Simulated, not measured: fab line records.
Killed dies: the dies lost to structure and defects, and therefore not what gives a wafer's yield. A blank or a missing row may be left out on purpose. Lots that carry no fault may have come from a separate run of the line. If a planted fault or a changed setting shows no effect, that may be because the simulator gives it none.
Which tool was responsible?    flow n5 finfet    28 wafers sampled from 10 lots at 1 step of a route of 1938

WHAT THE GAUGES READ, wafer by wafer
N5_BEOL_M10_CD_MEAS_18: pitch 140 nm, target cd 70 nm.
lot   measured      on         cd nm (nm)
L854  day 10 10:26  cd sem-01  69.5 70.9 69.6
L856  day 10 22:40  cd sem-01  71.0 69.2 70.5
L860  day 11 16:38  cd sem-01  70.7 70.4 70.6
L862  day 12 13:19  cd sem-01  70.7 70.6
L866  day 14 02:42  cd sem-01  69.3 68.6 70.9
L868  day 14 20:31  cd sem-03  70.9 69.4
L872  day 15 07:44  cd sem-01  71.4 68.8 69.1
L874  day 15 17:58  cd sem-03  70.8 70.4 70.1
L876  day 16 07:24  cd sem-03  70.2 69.8 69.2
L875  day 16 13:59  cd sem-01  68.6 69.0 68.2

WHAT TOOL EACH LOT RAN ON (gives the tool, then ch and the chambers of the sampled wafers, and finally the start)
Before these readings, the record contains no process step.

AS READ BY THE TOOLS THEMSELVES (means over the sampled wafers that have a number; for cases with no such wafer, the mark the record gives instead)
The record holds no such reading with a usual standard deviation.

THE ANSWER, worked out from the rows above alone
Rule: the usual values come from the lots themselves. Put in order of their means at a reading, lots are off if they are a third of the lots or fewer, leave a main group of 4 or more, and stand apart from it by a gap of 3 or more times the standard deviation of the main group's means; of several such gaps the widest counts. The tables above print the reading to a certain number of digits; a main group whose means all agree to those digits is not used. Also off: a lot with no number at a reading for which 4 or more lots have one. The other lots that the step has rows for count as sound. First the gauges in route order, then the tools' own readings, where a lot's mean is used as printed above. At the first step where some lot is off, the reading lying furthest off is the one used; lots without a number count as furthest.
Across all readings shown, no lot is off: no conclusion can be drawn from this.

WHAT THE SIMULATOR HAD PUT IN
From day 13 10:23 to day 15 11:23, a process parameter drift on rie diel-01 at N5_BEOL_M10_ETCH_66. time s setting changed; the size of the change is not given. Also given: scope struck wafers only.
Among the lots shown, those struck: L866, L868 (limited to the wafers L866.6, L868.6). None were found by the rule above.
